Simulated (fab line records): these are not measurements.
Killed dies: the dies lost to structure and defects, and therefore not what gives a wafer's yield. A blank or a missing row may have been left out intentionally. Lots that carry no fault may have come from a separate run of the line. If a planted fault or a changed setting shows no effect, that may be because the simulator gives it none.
Which tool did it?    flow n5Finfet    24 lots, 72 wafers sampled, at 6 steps of a route of 1938

WHAT EACH GAUGE READ, for each wafer
N5_BEOL_M3_INSPECT_59: inspects for defects (darkfield).
lot   measured      on                rawDefectCount
L074  day 7 10:33   defectInspect-02  69 87 46
L075  day 7 17:38   defectInspect-02  31 33 43
L077  day 8 09:01   defectInspect-02  59 64 69
L076  day 8 12:02   defectInspect-01  140 101 132
L078  day 9 03:36   defectInspect-02  84 84 105
L079  day 9 14:28   defectInspect-02  89 52 87
L080  day 9 19:35   defectInspect-01  92 65 90
L081  day 9 19:38   defectInspect-01  96 85 73
L082  day 9 21:34   defectInspect-02  54 94 68
L085  day 10 01:22  defectInspect-02  52 55 34
L083  day 10 03:14  defectInspect-01  87 85 47
L084  day 10 11:04  defectInspect-01  64 60 93
L087  day 10 13:49  defectInspect-02  78 53 43
L086  day 10 14:16  defectInspect-02  68 85 88
L088  day 11 04:22  defectInspect-01  91 63 82
L089  day 11 13:33  defectInspect-02  104 67 84
L090  day 12 02:51  defectInspect-01  100 87 118
L092  day 12 03:07  defectInspect-02  58 44 47
L093  day 12 07:19  defectInspect-01  100 103 63
L091  day 12 08:23  defectInspect-01  45 50 54
L094  day 12 18:22  defectInspect-02  91 96 80
L095  day 13 00:10  defectInspect-01  38 52 37
L097  day 13 04:45  defectInspect-02  62 134 63
L096  day 13 15:02  defectInspect-02  78 40 69

TOOL THAT RAN EACH LOT (tool first, then ch and the chambers of the sampled wafers, then the start)
lot   N5_BEOL_M3_ALD_84                   N5_BEOL_M3_ANNEAL_80         N5_BEOL_M3_ANNEAL_87         N5_BEOL_M3_ANNEAL_51             N5_BEOL_M3_CO_CAP_55
L074  aldMetal-01 ch 1,2,3, day 7 05:35   pvdSputter-03, day 7 08:01   pvdSputter-03, day 7 08:27   rtpAnneal-02 ch 0, day 7 09:48   cvdCo-01 ch 0,1,2, day 7 10:22
L075  aldMetal-01 ch 2,3, day 7 14:05     pvdSputter-03, day 7 15:05   pvdSputter-03, day 7 15:31   rtpAnneal-02 ch 0, day 7 16:47   cvdCo-01 ch 0,1,2, day 7 17:24
L077  aldMetal-03 ch 0,3, day 8 05:43     pvdSputter-01, day 8 06:28   pvdSputter-01, day 8 06:55   rtpAnneal-02 ch 0, day 8 08:07   cvdCo-02 ch 0,1, day 8 08:48
L076  aldMetal-02 ch 1,2, day 8 08:34     pvdSputter-02, day 8 09:30   pvdSputter-02, day 8 09:56   rtpAnneal-02 ch 0, day 8 11:12   cvdCo-01 ch 0,1,2, day 8 11:49
L078  aldMetal-03 ch 1,2,3, day 9 00:12   pvdSputter-02, day 9 00:59   pvdSputter-02, day 9 01:26   rtpAnneal-02 ch 0, day 9 02:41   cvdCo-01 ch 0,1, day 9 03:24
L079  aldMetal-03 ch 2,3, day 9 11:10     pvdSputter-02, day 9 11:56   pvdSputter-02, day 9 12:22   rtpAnneal-02 ch 0, day 9 13:41   cvdCo-01 ch 1,2, day 9 14:15
L080  aldMetal-02 ch 0,1,2, day 9 14:23   pvdSputter-01, day 9 16:51   pvdSputter-01, day 9 17:17   rtpAnneal-01 ch 0, day 9 18:33   cvdCo-01 ch 0,1, day 9 19:22
L081  aldMetal-01 ch 1,2, day 9 14:36     pvdSputter-03, day 9 17:05   pvdSputter-03, day 9 17:31   rtpAnneal-02 ch 0, day 9 18:47   cvdCo-02 ch 0,2, day 9 19:24
L082  aldMetal-01 ch 0,1,2, day 9 18:16   pvdSputter-03, day 9 19:02   pvdSputter-03, day 9 19:29   rtpAnneal-02 ch 0, day 9 20:41   cvdCo-01 ch 0,2, day 9 21:22
L085  aldMetal-01 ch 1,2, day 9 21:50     pvdSputter-01, day 9 22:50   pvdSputter-01, day 9 23:16   rtpAnneal-02 ch 0, day 10 00:29  cvdCo-01 ch 0,1,2, day 10 01:10
L083  aldMetal-03 ch 0,2,3, day 9 22:15   pvdSputter-01, day 10 00:40  pvdSputter-01, day 10 01:07  rtpAnneal-01 ch 0, day 10 02:22  cvdCo-01 ch 0,1, day 10 03:01
L084  aldMetal-01 ch 0,1, day 10 07:29    pvdSputter-01, day 10 08:31  pvdSputter-01, day 10 08:58  rtpAnneal-02 ch 0, day 10 10:13  cvdCo-01 ch 0,2, day 10 10:52
L087  aldMetal-03 ch 0,1,3, day 10 10:05  pvdSputter-02, day 10 11:14  pvdSputter-02, day 10 11:40  rtpAnneal-02 ch 0, day 10 12:58  cvdCo-01 ch 0,1,2, day 10 13:36
L086  aldMetal-01 ch 0,2, day 10 10:22    pvdSputter-03, day 10 11:42  pvdSputter-03, day 10 12:08  rtpAnneal-02 ch 0, day 10 13:27  cvdCo-02 ch 1,2, day 10 14:01
L088  aldMetal-02 ch 0,1,3, day 11 00:52  pvdSputter-01, day 11 01:50  pvdSputter-01, day 11 02:16  rtpAnneal-02 ch 0, day 11 03:32  cvdCo-01 ch 0,1,2, day 11 04:10
L089  aldMetal-01 ch 0,1,3, day 11 09:47  pvdSputter-03, day 11 10:46  pvdSputter-03, day 11 11:12  rtpAnneal-01 ch 0, day 11 12:28  cvdCo-02 ch 0,2, day 11 13:05
L090  aldMetal-01 ch 1,2, day 11 23:23    pvdSputter-01, day 12 00:19  pvdSputter-01, day 12 00:46  rtpAnneal-02 ch 0, day 12 02:04  cvdCo-02 ch 0,1,2, day 12 02:38
L092  aldMetal-02 ch 0,2,3, day 11 23:30  pvdSputter-03, day 12 00:26  pvdSputter-03, day 12 00:53  rtpAnneal-02 ch 0, day 12 02:14  cvdCo-02 ch 0,1,2, day 12 02:55
L093  aldMetal-01 ch 0,2,3, day 12 03:36  pvdSputter-01, day 12 04:47  pvdSputter-01, day 12 05:13  rtpAnneal-02 ch 0, day 12 06:29  cvdCo-01 ch 0,1, day 12 07:06
L091  aldMetal-03 ch 1,2,3, day 12 04:13  pvdSputter-02, day 12 05:25  pvdSputter-02, day 12 05:51  rtpAnneal-01 ch 0, day 12 07:30  cvdCo-01 ch 0,1,2, day 12 08:11
L094  aldMetal-02 ch 0,3, day 12 14:50    pvdSputter-02, day 12 15:42  pvdSputter-02, day 12 16:08  rtpAnneal-01 ch 0, day 12 17:28  cvdCo-02 ch 0,1, day 12 18:09
L095  aldMetal-01 ch 0,2,3, day 12 20:45  pvdSputter-01, day 12 21:38  pvdSputter-01, day 12 22:04  rtpAnneal-01 ch 0, day 12 23:20  cvdCo-01 ch 0,1,2, day 12 23:57
L097  aldMetal-01 ch 2,3, day 13 01:15    pvdSputter-03, day 13 02:13  pvdSputter-03, day 13 02:40  rtpAnneal-01 ch 0, day 13 03:55  cvdCo-01 ch 0,1, day 13 04:32
L096  aldMetal-01 ch 0,1,2, day 13 11:37  pvdSputter-01, day 13 12:30  pvdSputter-01, day 13 12:56  rtpAnneal-01 ch 0, day 13 14:09  cvdCo-02 ch 0,2, day 13 14:49
- N5_BEOL_M3_ALD_84: deposits TaN, pulse time 2 s, purge time 3 s, co reactant purge time 2 s.
- N5_BEOL_M3_ANNEAL_80: time 240 s.
- N5_BEOL_M3_ANNEAL_87: time 240 s.
- N5_BEOL_M3_ANNEAL_51: time 90 s.
- N5_BEOL_M3_CO_CAP_55: material Co, precursor CCTBA/H2, target thk 2 nm, time 102.1 s.

WHAT THE TOOLS THEMSELVES READ (means of the sampled wafers that have a number; where no wafer has one, the mark that the record gives instead)
N5_BEOL_M3_ALD_84.
lot   tool         chamberPressureTorr (Torr)  heaterPowerW (W)  mfcCarrierSccm (sccm)  precursorVesselPressureTorr (Torr)
L074  aldMetal-01  3.000                       440               1501                   26.29
L075  aldMetal-01  3.001                       411               1498                   26.31
L077  aldMetal-03  3.006                       434               1498                   26.27
L076  aldMetal-02  3.000                       443               1502                   26.24
L078  aldMetal-03  3.001                       448               1496                   26.26
L079  aldMetal-03  2.995                       413               1502                   26.22
L080  aldMetal-02  2.999                       418               1498                   26.28
L081  aldMetal-01  3.009                       450               1498                   26.25
L082  aldMetal-01  2.998                       486               1501                   26.27
L085  aldMetal-01  3.006                       449               1499                   26.28
L083  aldMetal-03  2.999                       402               1502                   26.26
L084  aldMetal-01  2.998                       517               1500                   26.24
L087  aldMetal-03  2.996                       443               1502                   26.30
L086  aldMetal-01  2.994                       487               1498                   26.23
L088  aldMetal-02  3.003                       426               1494                   26.21
L089  aldMetal-01  3.000                       476               1502                   26.29
L090  aldMetal-01  3.004                       483               1501                   26.23
L092  aldMetal-02  2.996                       406               1502                   26.24
L093  aldMetal-01  3.000                       441               1502                   26.26
L091  aldMetal-03  2.999                       446               1501                   26.27
L094  aldMetal-02  2.997                       410               1496                   26.25
L095  aldMetal-01  2.988                       442               1501                   26.23
L097  aldMetal-01  2.998                       403               1504                   26.23
L096  aldMetal-01  3.000                       484               1504                   26.26

N5_BEOL_M3_ANNEAL_80.
lot   tool           heaterPowerW (W)
L074  pvdSputter-03  822
L075  pvdSputter-03  850
L077  pvdSputter-01  813
L076  pvdSputter-02  826
L078  pvdSputter-02  1018
L079  pvdSputter-02  721
L080  pvdSputter-01  892
L081  pvdSputter-03  816
L082  pvdSputter-03  856
L085  pvdSputter-01  900
L083  pvdSputter-01  843
L084  pvdSputter-01  853
L087  pvdSputter-02  957
L086  pvdSputter-03  766
L088  pvdSputter-01  894
L089  pvdSputter-03  805
L090  pvdSputter-01  851
L092  pvdSputter-03  807
L093  pvdSputter-01  892
L091  pvdSputter-02  854
L094  pvdSputter-02  924
L095  pvdSputter-01  889
L097  pvdSputter-03  764
L096  pvdSputter-01  872

N5_BEOL_M3_ANNEAL_87.
lot   tool           heaterPowerW (W)
L074  pvdSputter-03  837
L075  pvdSputter-03  839
L077  pvdSputter-01  813
L076  pvdSputter-02  822
L078  pvdSputter-02  1027
L079  pvdSputter-02  740
L080  pvdSputter-01  881
L081  pvdSputter-03  820
L082  pvdSputter-03  859
L085  pvdSputter-01  900
L083  pvdSputter-01  842
L084  pvdSputter-01  875
L087  pvdSputter-02  963
L086  pvdSputter-03  768
L088  pvdSputter-01  893
L089  pvdSputter-03  805
L090  pvdSputter-01  868
L092  pvdSputter-03  805
L093  pvdSputter-01  888
L091  pvdSputter-02  853
L094  pvdSputter-02  916
L095  pvdSputter-01  884
L097  pvdSputter-03  745
L096  pvdSputter-01  854

N5_BEOL_M3_ANNEAL_51.
lot   tool          wafer_temp_C_max
L074  rtpAnneal-02  225.64
L075  rtpAnneal-02  225.66
L077  rtpAnneal-02  225.80
L076  rtpAnneal-02  225.71
L078  rtpAnneal-02  226.01
L079  rtpAnneal-02  225.93
L080  rtpAnneal-01  225.94
L081  rtpAnneal-02  225.98
L082  rtpAnneal-02  226.28
L085  rtpAnneal-02  225.59
L083  rtpAnneal-01  226.18
L084  rtpAnneal-02  226.05
L087  rtpAnneal-02  225.73
L086  rtpAnneal-02  225.90
L088  rtpAnneal-02  225.81
L089  rtpAnneal-01  225.75
L090  rtpAnneal-02  225.98
L092  rtpAnneal-02  225.84
L093  rtpAnneal-02  226.11
L091  rtpAnneal-01  225.56
L094  rtpAnneal-01  225.90
L095  rtpAnneal-01  225.90
L097  rtpAnneal-01  225.96
L096  rtpAnneal-01  225.97

N5_BEOL_M3_CO_CAP_55.
lot   tool      chamberPressureTorr (Torr)  heaterPowerW (W)
L074  cvdCo-01  30.02                       227
L075  cvdCo-01  30.02                       223
L077  cvdCo-02  30.08                       265
L076  cvdCo-01  29.95                       226
L078  cvdCo-01  30.03                       227
L079  cvdCo-01  30.03                       222
L080  cvdCo-01  30.02                       229
L081  cvdCo-02  30.01                       234
L082  cvdCo-01  29.97                       218
L085  cvdCo-01  29.95                       223
L083  cvdCo-01  30.04                       226
L084  cvdCo-01  29.99                       218
L087  cvdCo-01  30.02                       226
L086  cvdCo-02  29.97                       226
L088  cvdCo-01  30.03                       225
L089  cvdCo-02  29.99                       231
L090  cvdCo-02  29.99                       254
L092  cvdCo-02  30.03                       244
L093  cvdCo-01  30.02                       231
L091  cvdCo-01  30.01                       225
L094  cvdCo-02  30.04                       261
L095  cvdCo-01  30.04                       226
L097  cvdCo-01  29.91                       226
L096  cvdCo-02  29.91                       230

THE ANSWER, worked out from the rows above alone
Rule: the usual values come from the lots themselves. Put in order of their means at a reading, lots are off if they are a third of the lots or fewer, leave a main group of 4 or more, and stand apart from it by a gap of 3 or more times the standard deviation of the main group's means; of several such gaps the widest counts. The tables above print the reading to a certain number of digits; a main group whose means all agree to those digits is not used. Also off: a lot with no number at a reading for which 4 or more lots have one. Any other lot the step has rows for is counted as sound. After the gauges, taken in route order, come the tools' own readings; for these a lot's mean is taken, as printed above. The first step at which some lot is off is used, and at that step the reading that is off furthest; a lot without a number counts as furthest.
Across all readings shown, no lot is off: no conclusion can be drawn from this.

WHAT HAD BEEN PUT IN BY THE SIMULATOR
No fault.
